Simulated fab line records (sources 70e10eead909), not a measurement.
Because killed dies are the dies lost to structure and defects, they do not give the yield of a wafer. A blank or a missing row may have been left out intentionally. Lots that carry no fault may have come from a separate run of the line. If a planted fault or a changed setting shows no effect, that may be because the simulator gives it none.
Which of the tools did it? / flow nand_harc / 6 lots with 17 wafers sampled at 3 steps, on a route of 1159 steps

WHAT EACH GAUGE READ, for each wafer
NHARC_P_STI_CD_MEAS_09: the cd target is 200 nm.
lot=L908; measured=day 2 17:46; on=cd_sem-01; cd_nm (nm)=199.8 196.6 199.7
lot=L911; measured=day 3 13:58; on=cd_sem-01; cd_nm (nm)=201.2 201.1 199.5
lot=L918; measured=day 5 04:54; on=cd_sem-03; cd_nm (nm)=204.1 201.5
lot=L921; measured=day 5 22:56; on=cd_sem-03; cd_nm (nm)=203.3 201.9 198.4
lot=L925; measured=day 6 23:06; on=cd_sem-03; cd_nm (nm)=200.7 202.9 204.3
lot=L930; measured=day 8 06:08; on=cd_sem-03; cd_nm (nm)=198.3 198.7 202.1

WHAT TOOL EACH LOT RAN ON (gives the tool, then ch and the chambers of the sampled wafers, and finally the start)
lot=L908; NHARC_P_ZERO_WELL_ETCH_65=rie_diel-13 ch 1,2, day 1 19:29; NHARC_P_STI_SOFTBAKE_04=litho_track-07 ch 0, day 2 17:00
lot=L911; NHARC_P_ZERO_WELL_ETCH_65=rie_diel-03 ch 0,2, day 2 13:29; NHARC_P_STI_SOFTBAKE_04=litho_track-05 ch 0, day 3 13:00
lot=L918; NHARC_P_ZERO_WELL_ETCH_65=rie_diel-03 ch 1,3, day 4 07:29; NHARC_P_STI_SOFTBAKE_04=litho_track-05 ch 0, day 5 04:00
lot=L921; NHARC_P_ZERO_WELL_ETCH_65=rie_diel-03 ch 0,2,3, day 5 01:29; NHARC_P_STI_SOFTBAKE_04=litho_track-02 ch 0, day 5 22:00
lot=L925; NHARC_P_ZERO_WELL_ETCH_65=rie_diel-05 ch 2,3, day 6 01:34; NHARC_P_STI_SOFTBAKE_04=litho_track-07 ch 0, day 6 22:00
lot=L930; NHARC_P_ZERO_WELL_ETCH_65=rie_diel-03 ch 0,2,3, day 7 07:25; NHARC_P_STI_SOFTBAKE_04=litho_track-05 ch 0, day 8 05:00
- NHARC_P_ZERO_WELL_ETCH_65: etches the open film in N2/H2, target depth 80 nm, overetch 24 nm, time 87.88 s.
- NHARC_P_STI_SOFTBAKE_04: time 70 s.

THE ANSWER, worked out from the rows above alone
Rule: the usual values come from the lots themselves. Put in order of their means at a reading, lots are off if they are a third of the lots or fewer, leave a main group of 4 or more, and stand apart from it by a gap of 3 or more times the standard deviation of the main group's means; of several such gaps the widest counts. If all means in a main group match to the digits the tables above print for the reading, that group is not used. Also off: a lot with no number at a reading for which 4 or more lots have one. The other lots that the step has rows for count as sound.
Across all readings shown, no lot is off: no conclusion can be drawn from this.

WHAT HAD BEEN PUT IN BY THE SIMULATOR
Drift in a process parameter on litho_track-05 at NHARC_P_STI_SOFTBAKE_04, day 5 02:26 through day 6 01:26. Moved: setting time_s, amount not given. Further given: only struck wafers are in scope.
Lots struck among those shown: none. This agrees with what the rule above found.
